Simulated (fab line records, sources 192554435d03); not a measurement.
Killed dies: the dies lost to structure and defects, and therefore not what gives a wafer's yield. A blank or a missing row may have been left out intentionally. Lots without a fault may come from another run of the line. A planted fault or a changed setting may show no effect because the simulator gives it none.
Split-lot trial -- flow n5-finfet -- 39 wafers read across 7 lots, on a route 1938 steps long

SPLIT DETAILS
At N5_BEOL_M8_DEVELOP_10 (develop time 30 s), the setting develop-time-s was moved away from the recipe's 30 s on 15 of the 39 wafers read, by -53.3% to +52.4%. The other wafers ran this setting at the recipe's value.

There is no step in the file separating the split from the reading.

THE READING
Shown in nm: cd-nm at N5_BEOL_M8_CD_MEAS_11, with target cd 38.5 nm. Fault-free wafers of this fab line usually give 38.4 nm, standard deviation 0.48 nm.

wafer,"tool, chamber at the split","develop-time-s as run, s",against the recipe,"cd-nm, nm",against lot-mates on the recipe
L074.1,"litho-track-03, 0",30,recipe,37.4,-
L074.2,"litho-track-03, 0",14.01,-53.3%,35.4,-2.5
L074.3,"litho-track-03, 0",14.01,-53.3%,34.8,-3.1
L074.4,"litho-track-03, 0",30,recipe,37.9,-
L074.5,"litho-track-03, 0",30,recipe,38.4,-
L074.6,"litho-track-03, 0",14.01,-53.3%,34.8,-3.1
L081.2,"litho-track-05, 0",30,recipe,38.6,-
L081.3,"litho-track-05, 0",30,recipe,39.1,-
L081.4,"litho-track-05, 0",30,recipe,38.2,-
L082.1,"litho-track-03, 0",30,recipe,38.4,-
L082.2,"litho-track-03, 0",30,recipe,37.7,-
L082.3,"litho-track-03, 0",30,recipe,37.7,-
L082.4,"litho-track-03, 0",30,recipe,38.4,-
L082.5,"litho-track-03, 0",30,recipe,37.5,-
L082.6,"litho-track-03, 0",30,recipe,37.4,-
L087.1,"litho-track-05, 0",45.71,+52.4%,40.1,+1.5
L087.2,"litho-track-05, 0",30,recipe,38.8,-
L087.3,"litho-track-05, 0",30,recipe,38.5,-
L087.4,"litho-track-05, 0",45.71,+52.4%,40.1,+1.5
L087.5,"litho-track-05, 0",30,recipe,38.5,-
L087.6,"litho-track-05, 0",45.71,+52.4%,40.3,+1.7
L088.1,"litho-track-05, 0",23.09,-23.0%,37.4,-1.0
L088.2,"litho-track-05, 0",23.09,-23.0%,36.9,-1.5
L088.3,"litho-track-05, 0",30,recipe,38.6,-
L088.4,"litho-track-05, 0",23.09,-23.0%,37.6,-0.8
L088.5,"litho-track-05, 0",30,recipe,38.3,-
L088.6,"litho-track-05, 0",30,recipe,38.2,-
L092.1,"litho-track-01, 0",30,recipe,39.2,-
L092.2,"litho-track-01, 0",38.07,+26.9%,39.5,+0.7
L092.3,"litho-track-01, 0",30,recipe,38.6,-
L092.4,"litho-track-01, 0",38.07,+26.9%,40.2,+1.4
L092.5,"litho-track-01, 0",30,recipe,38.7,-
L092.6,"litho-track-01, 0",38.07,+26.9%,39.8,+1.0
L093.1,"litho-track-05, 0",30,recipe,37.8,-
L093.2,"litho-track-05, 0",30,recipe,37.7,-
L093.3,"litho-track-05, 0",37.2,+24.0%,38.7,+1.0
L093.4,"litho-track-05, 0",37.2,+24.0%,39.3,+1.6
L093.5,"litho-track-05, 0",30,recipe,37.7,-
L093.6,"litho-track-05, 0",37.2,+24.0%,39.3,+1.6

THE FIT
A straight line over all 39 wafers: cd-nm changes by +0.0487 nm for each +1% of develop-time-s; r = +0.92; the points scatter about the line by 0.52 nm.
The same after taking each lot's own level away (the mean of its wafers on the recipe; 39 wafers): +0.0436 nm for each +1%; r = +0.94; scatter 0.4 nm.
That fit puts the effect of the largest move of develop-time-s on the reading at 2.3 nm.
From 37.73 to 38.83 nm: that is the span of the lots' own levels, equal to 2.3 times the standard deviation above.
Thus the slope moves with the lot-to-lot level: the two fits are different.
Check: for one of the wafers moved furthest among these (-53.3%), held out of the fit, the line's prediction against its lot-mates is -2.4 nm. It came out at -2.5 nm against them.

OTHER SPLITS ON THESE WAFERS
Before the reading, these wafers also passed through other splits. Each is held against what the fit with the lots' levels taken away leaves over:
other split on the same wafers,wafers away from the commonest value,r with cd-nm (lot level and that fit taken away)
N5_BEOL_M6_TRENCH_ETCH_37 time-s,15,-0.13

THE WHOLE CHAIN: every reading that the file lists as answering this split, in the file's order
step,what it does,reading,change (the file's fit),r (the file's)
N5_BEOL_M8_CD_MEAS_11,target cd 38.5 nm,cd-nm,+0.0433 nm for each +1% of the setting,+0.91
N5_BEOL_M8_ETCH_61,"etches SiARC in CF4, target depth 45.5 nm, time 75.8 s","BEOL_M8.cd-offset-nm (the simulator's own value, which no gauge read)",+0.042 nm for each +1% of the setting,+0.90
N5_BEOL_M8_ETCH_62,"etches SOC in N2/H2, target depth 110 nm, overetch 22 nm, time 165 s","BEOL_M8.cd-offset-nm (the simulator's own value, which no gauge read)",+0.0398 nm for each +1% of the setting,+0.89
N5_BEOL_M8_HM_OPEN_17,"chemistry Cl2/BCl3, target TiN, target depth 20 nm, overetch 6 nm","BEOL_M8.cd-offset-nm (the simulator's own value, which no gauge read)",+0.0408 nm for each +1% of the setting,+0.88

FILE'S OWN FIT
cd-nm changes by +0.0433 nm for each +1% of develop-time-s, r = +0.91.
